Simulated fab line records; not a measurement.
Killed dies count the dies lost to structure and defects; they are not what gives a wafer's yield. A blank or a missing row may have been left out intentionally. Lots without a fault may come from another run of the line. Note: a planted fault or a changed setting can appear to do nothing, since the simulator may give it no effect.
Chamber matching    flow n5-finfet    4 sister chambers for N5_BEOL_M11_ETCH_61 on rie-diel-06
The step etches SiARC in CF4, target depth 39 nm, time 65 s. 8 wafers are shown with their chamber, then 9 later ones without.

== WAFERS, EACH WITH ITS CHAMBER ==
wafer   chamber  showerhead-plenum-p-Torr (Torr)  throttle-valve-pct (%)
L076.3  2        2.14                             15.63
L076.6  3        2.25                             15.34
L082.1  3        2.25                             15.36
L089.2  0        2.21                             15.71
L089.5  1        2.08                             15.86
L084.2  2        2.13                             15.68
L084.4  1        2.08                             15.87
L084.5  0        2.21                             15.72

== WAFERS WHOSE CHAMBER IS MISSING ==
wafer   showerhead-plenum-p-Torr (Torr)  throttle-valve-pct (%)
L091.2  2.24                             15.41
L091.5  2.21                             15.74
L091.6  2.24                             15.40
L093.3  2.21                             15.75
L093.4  2.08                             15.89
L093.6  2.08                             15.87
L096.2  2.08                             15.90
L096.3  2.21                             15.77
L096.4  2.24                             15.41

== CHAMBER TAKEN BY EACH ==
wafer   from the rows above  in truth
L091.2  3                    3
L091.5  0                    0
L091.6  3                    3
L093.3  0                    0
L093.4  1                    1
L093.6  1                    1
L096.2  1                    1
L096.3  0                    0
L096.4  3                    3
Correctly placed: 9 of 9. From these rows, 0 cannot be placed. Placed wrongly: 0.
How it was worked out, from the rows above alone: a wafer's distance from a chamber is the root of the sum, over the readings, of the square of ((its reading less the chamber's mean) divided by the reading's scatter). The wafer belongs to the nearest chamber; if the next one is less than 2 further off, it can't be placed. A chamber's mean is the mean of its shown wafers. The scatter is the square root of a quotient: the sum, over the shown wafers, of each reading's squared deviation from its chamber's mean, divided by wafers minus chambers.
